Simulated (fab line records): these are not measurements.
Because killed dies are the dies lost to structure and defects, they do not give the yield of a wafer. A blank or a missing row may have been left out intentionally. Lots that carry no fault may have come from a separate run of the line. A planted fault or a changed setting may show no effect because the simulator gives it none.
Matching of chambers | flow nand harc | NHARC_A_M0_CMP_23 on cmp-01 has 4 sister chambers
The step polishes, t overpolish 20 s, target thk 113.75 nm. 4 wafers are shown with their chamber, then 7 later ones without.

== WAFERS PAIRED WITH THEIR CHAMBERS ==
wafer  | chamber | motor current A (A)
L867.3 | 2       | 11.1
L871.3 | 0       | 12.8
L872.1 | 3       | 12.0
L872.2 | 1       | 11.2

== WAFERS WHOSE CHAMBER IS MISSING ==
wafer  | motor current A (A)
L872.3 | 11.1
L883.1 | 12.0
L883.3 | 12.3
L883.4 | 11.5
L884.2 | 12.8
L884.4 | 11.1
L884.6 | 12.6

== THE CHAMBER EACH PASSED THROUGH ==
wafer  | from the rows above          | in truth
L872.3 | can't be placed: 2 or 1      | 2
L883.1 | 3                            | 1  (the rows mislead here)
L883.3 | can't be placed: 3 or 0      | 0
L883.4 | can't be placed: 1 or 2 or 3 | 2
L884.2 | 0                            | 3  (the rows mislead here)
L884.4 | can't be placed: 2 or 1      | 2
L884.6 | 0                            | 0
Placed correctly: 1 of 7. Can't be placed from these rows: 4 (the true chamber is among the candidates in 4). 2 placed wrongly.
How it was worked out, from the rows above alone: a wafer's distance from a chamber is the root of the sum, over the readings, of the square of ((its reading less the chamber's mean) divided by the reading's scatter). If the next closest chamber is less than 2 further off than the closest, the wafer can't be placed; otherwise it belongs to the closest. A chamber's mean is the mean of its shown wafers. The scatter: root of mean squared gap, hidden wafer to nearest shown wafer, with one shown wafer a chamber.
